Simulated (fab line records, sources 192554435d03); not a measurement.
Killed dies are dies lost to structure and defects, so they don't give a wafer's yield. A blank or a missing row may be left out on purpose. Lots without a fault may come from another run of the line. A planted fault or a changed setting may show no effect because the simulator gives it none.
fab line records | flow n5_finfet
record lots=5 wafers=15 last_day=18
route steps=1938 shown STI_FIN_REVEAL@199 DUMMY_GATE@212
lots that met no fault: from a run of the same line without faults
start_h: hours from the record's first day to the start of the lot's first wafer shown | wait_h: hours since the lot's step before | " the same as in the row above | L1.1+2: a row that stands for several wafers | - no value, or no start given | * or withheld: withheld | < > ~ a bound
route shown NAME@n: a module of which the file shows steps, and the number in the route of the first | usual: mean/standard deviation of fault-free wafers | same: alike in all rows | chamber/n: place in a boat | sites: the reading at each site | _std_site: their standard deviation | _edge_site: outer sites' mean less inner sites' | radius_mm: how far each site lies from the wafer's centre | mask NAME#n: copy n | behind: the tool/chamber that last shaped the wafer | hold: why the lot was held/for how many hours/how that ended | device: the transistor (n, p or np) that didn't switch | end of line: the same wafers' tests at the end of the route | a step without rows: its recipe alone | killed: dies lost to structure and defects at the first sort, not the wafer's yield | map: a wafer's dies, x killed, . not, _ none there
set.NAME: the setting as run; set.NAME@STEP: as run at that earlier step | model.NAME: the simulator's own value behind a step, which no gauge read
lots at some steps of the route; a table a step, a row a wafer
services: from which hour (start_h, from the record's first day; less than 0 if before it) a tool's chamber was out of use, for how many hours, and why
## steps
# step N5_STI_FIN_REVEAL_ETCH_34
# recipe chemistry=H2 mode=isotropic material=Si target=Si target_depth_a=9.7 temp_c=20 pressure_mtorr=4.5 icp_w=300 bias_w=0 h2_flow_sccm=7.5 he_flow_sccm=142.5
# usual chamber_pressure_mTorr=4.500/0.0051 drypump_motor_current_A=5.5/0.34 h2_flow_sccm=7.500/0.021 oes_product_au=1.000/0.018 throttle_valve_pct=25.69/0.26
# columns lot.wafer tool chamber start_h wait_h chamber_pressure_mTorr drypump_motor_current_A h2_flow_sccm oes_product_au rf_hours_counter_h throttle_valve_pct
L083.2 rie_si-04 3 90.19 0.2 4.504 5.7 7.494 0.970 105 25.72
L083.3 " 1 " " 4.502 5.9 7.493 1.033 20 25.37
L083.5 " 3 " " 4.503 5.7 7.483 0.979 - 25.71
L084.1 rie_si-03 0 97.27 0.2 4.500 5.2 7.528 0.991 100 25.85
L084.4 " 3 " " 4.499 4.7 7.509 0.976 1 25.16
L084.6 " 0 " " 4.497 5.2 7.521 0.999 - 25.85
L091.1 rie_si-03 2 137.75 0.2 4.500 6.2 7.516 1.009 130 25.37
L091.5 " 3 " " 4.505 4.7 7.494 0.977 - 25.17
L091.6 " 0 " " 4.502 5.2 7.494 0.999 - 25.86
L093.1 rie_si-05 3 151.49 0.2 4.505 5.3 7.510 0.974 170 26.20
L093.5 " 1 " " 4.507 5.5 7.492 0.996 - 25.64
L093.6 " 0 " " 4.501 5.4 7.468 1.012 - 25.83
L095.2 rie_si-05 0 162.53 0.1 4.506 5.4 7.493 1.013 2 25.83
L095.4 " 2 " " 4.498 5.5 7.514 0.995 99 25.99
L095.5 " 1 " " 4.512 5.4 7.514 1.006 - 25.66
# step N5_STI_FIN_REVEAL_OXIDATION_31
# recipe chemistry=O2_PLASMA_REMOTE temp_c=150 time_s=20 pressure_mtorr=1000 source_power_w=2000 o2_flow_sccm=3000
# usual chamber_pressure_mTorr=1000.0/0.88 drypump_motor_current_A=5.8/0.52 heater_power_w=151/22
# columns lot.wafer tool chamber start_h wait_h chamber_pressure_mTorr drypump_motor_current_A heater_power_w rf_hours_counter_h
L083.2 plasma_asher-01 1 90.25 0.0 999.4 6.5 156 92
L083.3 " 0 " " 1001.3 6.1 116 -
L083.5 " 1 " " 998.6 6.5 153 -
L084.1 plasma_asher-02 0 97.33 0.0 998.3 5.1 150 41
L084.4 " 1 " " 1001.1 5.9 183 -
L084.6 " 0 " " 1000.6 5.1 153 -
L091.1 plasma_asher-02 1 137.81 0.0 1000.7 5.8 180 47
L091.5 " 0 " " 1000.5 5.1 146 -
L091.6 " 1 " " 999.6 5.8 184 -
L093.1 plasma_asher-01 0 151.55 0.0 1001.5 6.1 113 104
L093.5 " 1 " " 1000.3 6.5 154 -
L093.6 " 0 " " 1000.4 6.0 114 -
L095.2 plasma_asher-01 1 162.59 0.0 1001.5 6.5 155 106
L095.4 " 0 " " 999.2 6.1 118 -
L095.5 " 1 " " 1000.7 6.5 154 -
# step N5_STI_FIN_REVEAL_PRECLEAN_32
# recipe chemistry=NF3:NH3 afs_cycles=1 temp_c=30 time_s=20 sublimation_temp_c=180 sublimation_time_s=60 pressure_torr=3 rf_power_w=30
# same sublimation_time_s=60
# columns lot.wafer tool chamber start_h wait_h
L083.2+3+5 remote_plasma-01 1 90.36 0.1
L084.1+4+6 remote_plasma-02 0 97.41 0.1
L091.1+5+6 remote_plasma-01 1 137.89 0.1
L093.1+5+6 remote_plasma-01 0 151.63 0.1
L095.2+4+5 remote_plasma-01 1 162.70 0.1
# step N5_STI_FIN_REVEAL_STRIP_35
# recipe chemistry=H3PO4 material=Si3N4 temp_c=165 target_depth_a=40 time_s=39
# columns lot.wafer tool chamber start_h wait_h
L083.2+3+5 wet_bench-04 7,6,0 90.56 0.2
L084.1+4+6 wet_bench-03 4,5,3 97.62 0.2
L091.1+5+6 wet_bench-04 5,2,6 138.10 0.2
L093.1+5+6 wet_bench-06 1,6,4 151.84 0.2
L095.2+4+5 wet_bench-04 4,3,0 162.88 0.2
# step N5_STI_FIN_REVEAL_SRD_21
# recipe dry=ipa_marangoni time_s=30 temp_c=23 rinse_liquid=diw
# columns lot.wafer tool chamber start_h wait_h
L083.2+3+5 wet_bench-04 7,6,0 90.57 0.0
L084.1+4+6 wet_bench-03 4,5,3 97.64 0.0
L091.1+5+6 wet_bench-04 5,2,6 138.12 0.0
L093.1+5+6 wet_bench-06 1,6,4 151.86 0.0
L095.2+4+5 wet_bench-04 4,3,0 162.89 0.0
# step N5_STI_FIN_REVEAL_OXIDATION_33
# recipe chemistry=O2_PLASMA_REMOTE temp_c=150 time_s=20 pressure_mtorr=1000 source_power_w=2000 o2_flow_sccm=3000
# usual chamber_pressure_mTorr=1000.1/0.94 drypump_motor_current_A=5.7/0.5 heater_power_w=156/21
# columns lot.wafer tool chamber start_h wait_h chamber_pressure_mTorr drypump_motor_current_A heater_power_w rf_hours_counter_h
L083.2 plasma_asher-02 1 90.61 0.0 999.3 5.8 181 39
L083.3 " 0 " " 999.9 5.1 151 -
L083.5 " 1 " " 1000.1 5.8 184 -
L084.1 plasma_asher-02 1 97.68 0.0 1001.4 5.8 179 41
L084.4 " 1 " " 999.2 5.9 177 -
L084.6 " 1 " " 1001.2 5.8 179 -
L091.1 plasma_asher-02 1 138.16 0.0 1001.0 5.8 182 47
L091.5 " 0 " " 1001.6 5.1 147 -
L091.6 " 1 " " 1001.5 5.8 182 -
L093.1 plasma_asher-02 0 151.90 0.0 1000.6 5.1 152 49
L093.5 " 0 " " 1000.6 5.1 147 -
L093.6 " 1 " " 1000.6 5.9 178 -
L095.2 plasma_asher-02 0 162.94 0.0 999.1 5.1 150 51
L095.4 " 0 " " 1001.1 5.1 145 -
L095.5 " 1 " " 1000.1 5.8 175 -
# step N5_STI_FIN_REVEAL_CLEAN_19
# recipe chemistry=O3/DIW temp_c=25 time_s=120 o3_ppm=10
# columns lot.wafer tool chamber start_h wait_h
L083.2+3+5 wet_bench-06 5,4,7 90.70 0.1
L084.1+4+6 wet_bench-04 7,1,3 97.77 0.1
L091.1+5+6 wet_bench-04 4,3,2 138.25 0.1
L093.1+5+6 wet_bench-04 7,1,0 151.99 0.1
L095.2+4+5 wet_bench-03 5,1,2 163.03 0.1
# step N5_STI_FIN_REVEAL_SRD_23
# recipe dry=ipa_marangoni time_s=30 temp_c=23 rinse_liquid=diw
# columns lot.wafer tool chamber start_h wait_h
L083.2+3+5 wet_bench-06 5,4,7 90.74 0.0
L084.1+4+6 wet_bench-04 7,1,3 97.81 0.0
L091.1+5+6 wet_bench-04 4,3,2 138.28 0.0
L093.1+5+6 wet_bench-04 7,1,0 152.03 0.0
L095.2+4+5 wet_bench-03 5,1,2 163.06 0.0
# step N5_STI_FIN_REVEAL_CD_MEAS_22
# recipe target_cd_nm=6.238 pitch_nm=28 polarity=line
# usual cd_nm=6.29/0.23
# columns lot.wafer tool chamber start_h wait_h cd_nm
L083.2 cd_sem-02 - 90.78 0.0 6.62
L083.3 " - " " 6.51
L083.5 " - " " 6.16
L084.1 cd_sem-01 - 97.85 0.0 5.92
L084.4 " - " " 6.29
L084.6 " - " " 6.42
L091.1 cd_sem-02 - 138.33 0.0 6.10
L091.5 " - " " 6.21
L091.6 " - " " 6.55
L093.1 cd_sem-01 - 152.07 0.0 6.19
L093.5 " - " " 6.36
L093.6 " - " " 6.69
L095.2 cd_sem-03 - 163.10 0.0 6.26
L095.4 " - " " 6.70
L095.5 " - " " 6.66
# step N5_STI_FIN_REVEAL_FIN_H_MEAS_10
# usual trench_depth_nm=52.1/0.65
# columns lot.wafer tool chamber start_h wait_h trench_depth_nm
L083.2 ocd-02 - 90.81 0.0 52.2
L083.3 " - " " 53.1
L083.5 " - " " 52.3
L084.1 ocd-01 - 97.88 0.0 52.5
L084.4 " - " " 51.9
L084.6 " - " " 53.0
L091.1 ocd-02 - 138.36 0.0 53.5
L091.5 " - " " 51.8
L091.6 " - " " 53.5
L093.1 ocd-01 - 152.10 0.0 52.1
L093.5 " - " " 51.8
L093.6 " - " " 52.7
L095.2 ocd-01 - 163.13 0.0 52.0
L095.4 " - " " 52.5
L095.5 " - " " 52.2
# step N5_STI_FIN_REVEAL_PRECLEAN_18
# recipe chemistry=SC2 time_s=45 temp_c=35 mix=1:1:50
# columns lot.wafer tool chamber start_h wait_h
L083.2+3+5 wet_bench-03 4,7,5 90.84 0.0
L084.1+4+6 wet_bench-03 5,4,1 97.91 0.0
L091.1+5+6 wet_bench-03 0,6,1 138.39 0.0
L093.1+5+6 wet_bench-06 0,1,4 152.13 0.0
L095.2+4+5 wet_bench-06 2,3,7 163.16 0.0
# step N5_STI_FIN_REVEAL_SRD_28
# recipe dry=ipa_marangoni time_s=30 temp_c=23 rinse_liquid=diw
# columns lot.wafer tool chamber start_h wait_h
L083.2+3+5 wet_bench-03 4,7,5 90.86 0.0
L084.1+4+6 wet_bench-03 5,4,1 97.92 0.0
L091.1+5+6 wet_bench-03 0,6,1 138.41 0.0
L093.1+5+6 wet_bench-06 0,1,4 152.14 0.0
L095.2+4+5 wet_bench-06 2,3,7 163.18 0.0
# step N5_STI_FIN_REVEAL_INSPECT_13
# recipe inspect_instrument=darkfield mode=post_clean
# usual raw_defect_count=13/5.6
# columns lot.wafer tool chamber start_h wait_h raw_defect_count
L083.2 defect_inspect-02 - 90.90 0.0 12
L083.3 " - " " 19
L083.5 " - " " 8
L084.1 defect_inspect-01 - 97.96 0.0 15
L084.4 " - " " 6
L084.6 " - " " 16
L091.1 defect_inspect-02 - 138.45 0.0 9
L091.5 " - " " 19
L091.6 " - " " 16
L093.1 defect_inspect-01 - 152.18 0.0 9
L093.5 " - " " 12
L093.6 " - " " 15
L095.2 defect_inspect-02 - 163.22 0.0 6
L095.4 " - " " 6
L095.5 " - " " 8
# step N5_DUMMY_GATE_PRECLEAN_00
# recipe chemistry=O3/DIW time_s=60 temp_c=22 o3_ppm=10
# columns lot.wafer tool chamber start_h wait_h
L083.2+3+5 wet_bench-01 3,2,6 90.93 0.0
L084.1+4+6 wet_bench-01 2,4,3 97.99 0.0
L091.1+5+6 wet_bench-05 4,2,3 138.47 0.0
L093.1+5+6 wet_bench-02 3,0,2 152.21 0.0
L095.2+4+5 wet_bench-05 6,0,7 163.28 0.1
# step N5_DUMMY_GATE_SRD_01
# recipe time_s=30 temp_c=23 rinse_liquid=diw dry=ipa_marangoni
# columns lot.wafer tool chamber start_h wait_h
L083.2+3+5 wet_bench-01 3,2,6 90.95 0.0
L084.1+4+6 wet_bench-01 2,4,3 98.01 0.0
L091.1+5+6 wet_bench-05 4,2,3 138.49 0.0
L093.1+5+6 wet_bench-02 3,0,2 152.23 0.0
L095.2+4+5 wet_bench-05 6,0,7 163.30 0.0
# step N5_DUMMY_GATE_ALD_02
# recipe material=SiO2 target_thk_a=20 temp_c=300 ald_precursor_family=BDEAS ald_co_reactant=O2-plasma pulse_time_s=1 pressure_torr=2
# usual heater_power_w=467/47 precursor_pulse_height_rel=1.000/0.02 susceptor_temp_C=300.03/0.2
# same pulse_time_s=1
# columns lot.wafer tool chamber start_h wait_h heater_power_w precursor_pulse_height_rel susceptor_temp_C
L083.2 ald_sin-02 0 92.16 1.2 413 1.027 300.34
L083.3 " 1 " " 456 0.974 300.18
L083.5 " 2 " " 456 1.034 299.97
L084.1 ald_sin-01 3 98.06 0.0 533 0.986 300.23
L084.4 " 0 " " 459 1.004 300.13
L084.6 " 3 " " 519 0.994 300.21
L091.1 ald_sin-02 0 139.13 0.6 415 0.998 300.01
L091.5 " 1 " " 445 0.987 299.79
L091.6 " 0 " " 410 1.041 300.09
L093.1 ald_sin-03 3 152.28 0.0 438 0.962 299.73
L093.5 " 3 " " 439 1.004 300.15
L093.6 " 1 " " 437 0.985 299.71
L095.2 ald_sin-01 0 163.35 0.0 455 0.989 299.74
L095.4 " 3 " " 518 0.995 300.01
L095.5 " 1 " " 423 1.007 299.66
# step N5_DUMMY_GATE_CVD_03
# recipe material=a-Si target_thk_a=1500 temp_c=530 precursor=SiH4 time_s=8042
# usual susceptor_temp_C=530.00/0.17 zone_power_centre_pct=6.6/0.31
# columns lot.wafer tool chamber start_h wait_h susceptor_temp_C zone_power_centre_pct
L083.2 lpcvd-01 1/20 92.26 0.1 529.72 6.6
L083.3 " 1/25 " " 529.72 6.6
L083.5 " 1/34 " " 529.72 6.6
L084.1 lpcvd-01 0/15 98.16 0.1 530.05 6.3
L084.4 " 0/29 " " 530.05 6.3
L084.6 " 0/39 " " 530.05 6.3
L091.1 lpcvd-01 0/90 139.24 0.1 529.88 6.3
L091.5 " 0/109 " " 529.88 6.3
L091.6 " 0/114 " " 529.88 6.3
L093.1 lpcvd-01 1/90 152.38 0.1 529.87 6.6
L093.5 " 1/109 " " 529.87 6.6
L093.6 " 1/114 " " 529.87 6.6
L095.2 lpcvd-01 1/20 164.07 0.7 530.07 6.5
L095.4 " 1/29 " " 530.07 6.5
L095.5 " 1/34 " " 530.07 6.5
# step N5_DUMMY_GATE_PRECLEAN_46
# recipe chemistry=DIW time_s=89.5 temp_c=23
# columns lot.wafer tool chamber start_h wait_h
L083.2+3+5 wet_bench-05 7,1,2 97.76 0.0
L084.1+4+6 wet_bench-02 0,4,1 103.68 0.0
L091.1+5+6 wet_bench-05 3,4,7 144.74 0.0
L093.1+5+6 wet_bench-05 6,4,5 157.88 0.0
L095.2+4+5 wet_bench-01 0,4,1 167.75 0.0
# step N5_DUMMY_GATE_SRD_47
# recipe dry_time_s=32 dry=n2_spin spin_rpm=1500
# columns lot.wafer tool chamber start_h wait_h
L083.2+3+5 wet_bench-05 7,1,2 97.79 0.0
L084.1+4+6 wet_bench-02 0,4,1 103.71 0.0
L091.1+5+6 wet_bench-05 3,4,7 144.77 0.0
L093.1+5+6 wet_bench-05 6,4,5 157.91 0.0
L095.2+4+5 wet_bench-01 0,4,1 167.78 0.0
# step N5_DUMMY_GATE_CMP_04
# recipe material=a-Si post_cmp_clean=alkaline_brush
# usual motor_current_A=9.7/1 pad_life_wafers=1012/600 time_to_endpoint_s=14.2/2
# columns lot.wafer tool chamber start_h wait_h motor_current_A pad_life_wafers time_to_endpoint_s
L083.2 cmp-03 1 97.89 0.1 10.8 1076 13.2
L083.3 " 2 " " 10.1 1077 11.6
L083.5 " 0 " " 9.4 - 10.4
L084.1 cmp-01 2 103.74 0.0 8.1 1800 17.4
L084.4 " 3 " " 9.3 1801 13.0
L084.6 " 3 " " 9.5 - 13.7
L091.1 cmp-03 2 144.89 0.1 9.5 1413 13.8
L091.6 " 3 " " 11.5 - 13.7
L091.5 " 0 " " 9.8 - 14.4
L093.1 cmp-01 2 158.01 0.1 8.5 74 15.1
L093.6 " 0 " " 9.3 - 14.4
L093.5 " 1 " " 10.6 - 13.9
L095.2 cmp-04 0 167.90 0.1 8.0 894 14.3
L095.4 " 2 " " 8.9 896 14.2
L095.5 " 1 " " 11.0 - 13.1
# step N5_DUMMY_GATE_THK_MEAS_05
# usual thk_nm=71.8/0.97
# columns lot.wafer tool chamber start_h wait_h thk_nm
L083.2 film_metro-02 - 98.06 0.1 71.0
L083.3 " - " " 71.7
L083.5 " - " " 70.5
L084.1 film_metro-01 - 103.98 0.2 74.0
L084.4 " - " " 72.1
L084.6 " - " " 71.9
L091.1 film_metro-02 - 145.04 0.1 72.4
L091.5 " - " " 72.3
L091.6 " - " " 72.8
L093.1 film_metro-01 - 158.19 0.1 72.3
L093.5 " - " " 71.4
L093.6 " - " " 72.9
L095.2 film_metro-02 - 168.14 0.2 72.2
L095.4 " - " " 71.2
L095.5 " - " " 70.9
# step N5_DUMMY_GATE_HM_DEP_06
# recipe material=SiNx target_thk_a=800 precursor=DCS/NH3 temp_c=700 pressure_mtorr=300 time_s=5141
# usual susceptor_temp_C=700.00/0.2 zone_power_centre_pct=10.8/0.47
# columns lot.wafer tool chamber start_h wait_h susceptor_temp_C zone_power_centre_pct
L083.2 lpcvd-02 1/20 98.09 0.0 699.96 11.2
L083.3 " 1/25 " " 699.96 11.2
L083.5 " 1/34 " " 699.96 11.2
L084.1 lpcvd-02 1/40 104.01 0.0 699.91 11.2
L084.4 " 1/54 " " 699.91 11.2
L084.6 " 1/64 " " 699.91 11.2
L091.1 lpcvd-01 0/65 145.07 0.0 699.72 10.0
L091.5 " 0/84 " " 699.72 10.0
L091.6 " 0/89 " " 699.72 10.0
L093.1 lpcvd-01 0/65 158.21 0.0 699.94 9.9
L093.5 " 0/84 " " 699.94 9.9
L093.6 " 0/89 " " 699.94 9.9
L095.2 lpcvd-02 0/70 168.17 0.0 700.01 11.0
L095.4 " 0/79 " " 700.01 11.0
L095.5 " 0/84 " " 700.01 11.0
# step N5_DUMMY_GATE_PECVD_30
# recipe material=SiO2 target_thk_a=550 temp_c=400 precursor=TEOS/O2 pressure_torr=6.5 rf_w=withheld teos_flow_sccm=withheld gas=O2 flow_sccm=2650 time_s=10.8
# usual susceptor_temp_C=400.00/0.21
# columns lot.wafer tool chamber start_h wait_h susceptor_temp_C
L083.2 pecvd-03 1 102.03 0.0 400.12
L083.3 " 2 " " 400.06
L083.5 " 0 " " 400.29
L084.1 pecvd-01 1 107.95 0.0 399.85
L084.4 " 0 " " 399.55
L084.6 " 2 " " 400.11
L091.1 pecvd-03 1 150.96 0.0 399.99
L091.5 " 0 " " 399.76
L091.6 " 2 " " 400.03
L093.1 pecvd-02 2 164.11 0.0 399.74
L093.5 " 1 " " 399.73
L093.6 " 2 " " 400.22
L095.2 pecvd-02 1 172.11 0.0 399.89
L095.4 " 2 " " 400.01
L095.5 " 0 " " 400.19
# step N5_DUMMY_GATE_COAT_34
# recipe resist=SOC temp_c=250 time_s=60 spin_rpm=1500 resist_thk_nm=60
# columns lot.wafer tool chamber start_h wait_h
L083.2+3+5 litho_track-02 0 102.09 0.0
L084.1+4+6 litho_track-04 0 108.01 0.0
L091.1+5+6 litho_track-05 0 151.02 0.0
L093.1+5+6 litho_track-02 0 164.17 0.0
L095.2+4+5 litho_track-05 0 172.17 0.0
# step N5_DUMMY_GATE_COAT_35
# recipe resist=SiARC temp_c=220 time_s=60 spin_rpm=1500 resist_thk_nm=10
# columns lot.wafer tool chamber start_h wait_h
L083.2+3+5 litho_track-02 0 - -
L084.1+4+6 litho_track-04 0 - -
L091.1+5+6 litho_track-05 0 - -
L093.1+5+6 litho_track-02 0 - -
L095.2+4+5 litho_track-05 0 - -
# step N5_DUMMY_GATE_COAT_28
# recipe resist=underlayer temp_c=205 time_s=60 spin_rpm=1500 resist_thk_nm=10
# columns lot.wafer tool chamber start_h wait_h
L083.2+3+5 litho_track-02 0 - -
L084.1+4+6 litho_track-04 0 - -
L091.1+5+6 litho_track-05 0 - -
L093.1+5+6 litho_track-02 0 - -
L095.2+4+5 litho_track-05 0 - -
# step N5_DUMMY_GATE_COAT_09
# recipe resist=CAR-EUV spin_rpm=1500 resist_thk_nm=30
# columns lot.wafer tool chamber start_h wait_h
L083.2+3+5 litho_track-02 0 - -
L084.1+4+6 litho_track-04 0 - -
L091.1+5+6 litho_track-05 0 - -
L093.1+5+6 litho_track-02 0 - -
L095.2+4+5 litho_track-05 0 - -
# step N5_DUMMY_GATE_EBR_11
# recipe solvent=PGMEA ebr_width_mm=1.5
# columns lot.wafer tool chamber start_h wait_h
L083.2+3+5 litho_track-02 0 - -
L084.1+4+6 litho_track-04 0 - -
L091.1+5+6 litho_track-05 0 - -
L093.1+5+6 litho_track-02 0 - -
L095.2+4+5 litho_track-05 0 - -
# step N5_DUMMY_GATE_SOFTBAKE_10
# recipe temp_c=110 time_s=60 resist=CAR-EUV
# columns lot.wafer tool chamber start_h wait_h
L083.2+3+5 litho_track-02 0 - -
L084.1+4+6 litho_track-04 0 - -
L091.1+5+6 litho_track-05 0 - -
L093.1+5+6 litho_track-02 0 - -
L095.2+4+5 litho_track-05 0 - -
# step N5_DUMMY_GATE_EXPOSE_12
# recipe mask_id=GATE na=0.33 source_shape=annular sigma_inner=0.2 sigma_outer=0.6 polarization=unpolarized target_cd_nm=25 dose_mj=34
# same na=0.33 sigma_outer=0.6
# columns lot.wafer tool chamber start_h wait_h mask
L083.2+3+5 euv_scanner-02 0 102.23 - GATE#0
L084.1+4+6 euv_scanner-01 0 108.27 - GATE#0
L091.1+5+6 euv_scanner-02 0 151.30 - GATE#0
L093.1+5+6 euv_scanner-01 0 164.30 - GATE#0
L095.2+4+5 euv_scanner-01 0 172.31 - GATE#0
# step N5_DUMMY_GATE_PEB_13
# recipe peb_temp_c=100 peb_time_s=60 resist=CAR-EUV
# columns lot.wafer tool chamber start_h wait_h
L083.2+3+5 litho_track-04 0 102.29 0.0
L084.1+4+6 litho_track-02 0 108.33 0.1
L091.1+5+6 litho_track-05 0 151.36 0.1
L093.1+5+6 litho_track-05 0 164.36 0.1
L095.2+4+5 litho_track-04 0 172.36 0.0
# step N5_DUMMY_GATE_DEVELOP_14
# recipe develop_time_s=30 developer=TMAH resist=CAR-EUV rinse_liquid=surfactant_rinse dry=air_spin dev_temp_c=23
# usual developer_temp_C=22.99/0.1
# columns lot.wafer tool chamber start_h wait_h developer_temp_C
L083.2 litho_track-04 0 - - 23.19
L083.3 " 0 " " 23.16
L083.5 " 0 " " 23.00
L084.1 litho_track-02 0 - - 23.20
L084.4 " 0 " " 22.98
L084.6 " 0 " " 22.98
L091.1 litho_track-05 0 - - 23.03
L091.5 " 0 " " 22.99
L091.6 " 0 " " 23.01
L093.1 litho_track-05 0 - - 23.01
L093.5 " 0 " " 22.98
L093.6 " 0 " " 22.85
L095.2 litho_track-04 0 - - 23.14
L095.4 " 0 " " 23.00
L095.5 " 0 " " 23.09
# step N5_DUMMY_GATE_CD_MEAS_15
# recipe target_cd_nm=25.8 landing_energy_ev=500 detector=se_inlens
# usual cd_nm=24.96/0.23
# same landing_energy_ev=500
# columns lot.wafer tool chamber start_h wait_h cd_nm
L083.2 cd_sem-02 0 102.36 - 24.70
L083.3 " 0 " " 24.79
L083.5 " 0 " " 24.87
L084.1 cd_sem-02 0 108.40 - 24.88
L084.4 " 0 " " 25.27
L084.6 " 0 " " 24.98
L091.1 cd_sem-02 0 151.43 - 24.70
L091.5 " 0 " " 24.68
L091.6 " 0 " " 24.85
L093.1 cd_sem-02 0 164.43 - 25.25
L093.5 " 0 " " 24.63
L093.6 " 0 " " 25.14
L095.2 cd_sem-01 0 172.43 - 24.76
L095.4 " 0 " " 25.07
L095.5 " 0 " " 24.99
# step N5_DUMMY_GATE_OVL_MEAS_16
# recipe points_per_wafer=522
# usual GATE_OVL=-0.1/0.78
# columns lot.wafer tool chamber start_h wait_h GATE_OVL[nm]
L083.2 overlay-02 0 102.40 0.0 -0.6
L083.3 " 0 " " -0.3
L083.5 " 0 " " -0.2
L084.1 overlay-02 0 108.44 0.0 -0.1
L084.4 " 0 " " -0.4
L084.6 " 0 " " -0.2
L091.1 overlay-02 0 151.47 0.0 0.2
L091.5 " 0 " " 0.5
L091.6 " 0 " " -0.1
L093.1 overlay-02 0 164.47 0.0 0.4
L093.5 " 0 " " 1.1
L093.6 " 0 " " 0.4
L095.2 overlay-01 0 172.47 0.0 -0.3
L095.4 " 0 " " 0.9
L095.5 " 0 " " -1.1
# step N5_DUMMY_GATE_INSPECT_17
# recipe mode=adi inspect_instrument=brightfield
# usual raw_defect_count=196/66
# columns lot.wafer tool chamber start_h wait_h raw_defect_count
L083.2 defect_inspect-02 - 102.45 0.0 189
L083.3 " - " " 184
L083.5 " - " " 218
L084.1 defect_inspect-01 - 108.50 0.1 109
L084.4 " - " " 134
L084.6 " - " " 106
L091.1 defect_inspect-02 - 151.53 0.1 323
L091.5 " - " " 255
L091.6 " - " " 358
L093.1 defect_inspect-01 - 164.53 0.1 181
L093.5 " - " " 140
L093.6 " - " " 147
L095.2 defect_inspect-01 - 172.53 0.0 198
L095.4 " - " " 219
L095.5 " - " " 274
# step N5_DUMMY_GATE_DESCUM_20
# recipe chemistry=O2 time_s=6.2 source_power_w=50 bias_power_w=20 pressure_mtorr=20 rf_frequency_hz=2.712e+07 temp_c=40 resist=CAR-EUV o2_flow_sccm=225
# usual chamber_pressure_mTorr=19.999/0.017 drypump_motor_current_A=5.7/0.5 oes_product_au=0.81/0.07 rf_vpp_V=243.6/1.3 showerhead_plenum_p_Torr=2.12/0.068 throttle_valve_pct=20.26/0.18
# columns lot.wafer tool chamber start_h wait_h chamber_pressure_mTorr drypump_motor_current_A oes_product_au rf_hours_counter_h rf_vpp_V showerhead_plenum_p_Torr throttle_valve_pct
L083.2 rie_diel-06 3 102.49 0.0 19.999 5.9 0.83 82 241.7 2.04 20.59
L083.3 " 2 " " 20.002 6.6 0.71 220 243.5 2.07 20.62
L083.5 " 3 " " 20.014 5.8 0.82 - 242.1 2.04 20.56
L084.1 rie_diel-05 3 108.62 0.1 19.990 5.8 0.77 123 246.0 2.20 20.13
L084.4 " 1 " " 20.031 6.0 0.77 132 242.6 2.10 20.13
L084.6 " 1 " " 19.994 6.0 0.78 - 242.8 2.10 20.15
L091.1 rie_diel-06 3 151.62 0.1 19.995 5.8 0.82 96 241.4 2.03 20.60
L091.5 " 2 " " 19.983 6.6 0.71 - 242.6 2.07 20.66
L091.6 " 3 " " 20.030 5.8 0.82 - 242.2 2.03 20.61
L093.1 rie_diel-05 1 164.56 0.0 19.984 6.0 0.76 149 243.7 2.09 20.17
L093.5 " 3 " " 20.001 5.8 0.76 - 244.9 2.20 20.17
L093.6 " 1 " " 19.985 6.0 0.76 - 242.9 2.09 20.15
L095.2 rie_diel-05 1 172.56 0.0 19.996 6.0 0.76 151 243.7 2.09 20.16
L095.4 " 3 " " 20.004 5.8 0.76 140 244.9 2.20 20.18
L095.5 " 3 " " 20.009 5.8 0.76 - 244.7 2.20 20.16
# step N5_DUMMY_GATE_ETCH_29
# recipe chemistry=N2/H2 target=underlayer target_depth_a=130 ion_energy_ev=200 pressure_mtorr=30 source_w=840 bias_w=150 n2_flow_sccm=200 h2_flow_sccm=200
# usual chamber_pressure_mTorr=29.998/0.03 drypump_motor_current_A=5.7/0.5 h2_flow_sccm=200.1/0.58 oes_product_au=0.81/0.068 rf_vpp_V=524.6/2.4 showerhead_plenum_p_Torr=2.57/0.08 throttle_valve_pct=17.67/0.19
# columns lot.wafer tool chamber start_h wait_h chamber_pressure_mTorr drypump_motor_current_A h2_flow_sccm oes_product_au rf_hours_counter_h rf_vpp_V showerhead_plenum_p_Torr throttle_valve_pct
L083.2 rie_diel-06 3 102.55 0.0 30.005 5.8 201.0 0.82 82 520.7 2.47 17.96
L083.3 " 2 " " 30.046 6.6 199.6 0.71 220 523.5 2.51 18.07
L083.5 " 3 " " 29.986 5.8 199.9 0.82 - 521.4 2.47 17.95
L084.1 rie_diel-05 3 108.69 0.0 29.951 5.8 198.7 0.78 123 526.5 2.67 17.52
L084.4 " 1 " " 30.045 6.0 199.9 0.77 132 524.3 2.54 17.45
L084.6 " 1 " " 30.020 6.0 198.7 0.78 - 523.6 2.54 17.45
L091.1 rie_diel-06 3 151.69 0.0 30.015 5.9 200.1 0.81 96 522.1 2.46 17.96
L091.5 " 2 " " 29.985 6.6 199.9 0.70 - 522.0 2.50 18.05
L091.6 " 3 " " 29.989 5.8 201.1 0.81 - 521.9 2.46 17.96
L093.1 rie_diel-05 1 164.63 0.0 29.975 6.0 200.3 0.76 149 523.7 2.53 17.46
L093.5 " 3 " " 30.011 5.8 199.6 0.75 - 526.0 2.66 17.56
L093.6 " 1 " " 29.950 5.9 200.3 0.76 - 524.0 2.53 17.48
L095.2 rie_diel-05 1 172.63 0.0 30.000 6.0 200.8 0.75 151 525.0 2.53 17.48
L095.4 " 3 " " 29.995 5.8 199.1 0.75 140 527.8 2.66 17.56
L095.5 " 3 " " 29.966 5.8 199.5 0.75 - 525.6 2.66 17.56
## services
# columns tool chamber start_h hours kind
ald_sin-02 2 74.33 6.8 repair
cmp-01 - 82.43 4.0 pm
euv_scanner-01 - 85.43 1.0 pm
ald_sin-01 2 93.51 33.4 repair
ald_sin-02 - 97.52 6.0 pm
pecvd-02 - 100.63 55.4 repair
cmp-01 - 101.41 0.6 repair
rie_si-05 - 106.04 14.6 pm
lpcvd-01 - 112.11 0.8 repair
pecvd-03 0 112.17 8.8 repair
wet_bench-06 - 115.37 2.7 repair
euv_scanner-02 - 119.61 4.6 pm
rie_si-05 3 121.01 25.2 repair
rie_si-05 2 121.05 1.9 repair
rie_diel-06 2 128.81 12.8 repair
cmp-03 - 129.74 1.4 repair
ald_sin-01 0 131.12 7.1 repair
euv_scanner-02 - 132.66 12.0 pm
remote_plasma-01 - 142.95 1.3 repair
cmp-01 - 143.46 4.0 pm
rie_diel-06 - 143.51 0.7 repair
euv_scanner-01 - 144.66 1.0 pm
rie_si-05 1 157.93 2.6 repair
rie_si-03 - 165.06 2.8 pm
## key
fault none
